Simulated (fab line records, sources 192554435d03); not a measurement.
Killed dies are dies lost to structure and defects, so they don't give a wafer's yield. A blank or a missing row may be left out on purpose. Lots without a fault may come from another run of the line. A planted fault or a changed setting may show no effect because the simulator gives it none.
Chamber matching | flow n5_finfet | N5_BEOL_M6_CURE_74 on uv_cure-03: 3 sister chambers
The step cures SiCOH lowk, time 240 s. 3 wafers are shown with their chamber, then 8 later ones without.

WAFERS WITH THEIR CHAMBER
wafer  | chamber | wafer_temp_C_max
L089.4 | 1       | 387.3
L090.3 | 0       | 386.3
L092.1 | 2       | 386.6

WAFERS WITHOUT THEIR CHAMBER
wafer  | wafer_temp_C_max
L092.4 | 387.4
L092.5 | 387.5
L091.1 | 386.0
L091.2 | 386.0
L091.5 | 386.0
L093.1 | 386.5
L093.2 | 387.5
L093.5 | 387.8

WHICH CHAMBER EACH WENT THROUGH
wafer  | from the rows above     | in truth
L092.4 | 1                       | 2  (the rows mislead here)
L092.5 | 1                       | 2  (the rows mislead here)
L091.1 | can't be placed: 0 or 2 | 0
L091.2 | can't be placed: 0 or 2 | 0
L091.5 | can't be placed: 0 or 2 | 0
L093.1 | can't be placed: 2 or 0 | 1
L093.2 | 1                       | 1
L093.5 | 1                       | 1
Placed correctly: 2 of 8. Can't be placed from these rows: 4 (the true chamber is among the candidates in 3). Placed wrongly: 2.
How it was worked out, from the rows above alone: a wafer's distance from a chamber is the root of the sum, over the readings, of the square of ((its reading less the chamber's mean) divided by the reading's scatter). The wafer belongs to the nearest chamber; if the next one is less than 2 further off, it can't be placed. A chamber's mean is the mean of its shown wafers. The scatter: with one shown wafer a chamber, the root of the mean of the squares of how far each hidden wafer lies from its nearest shown one.
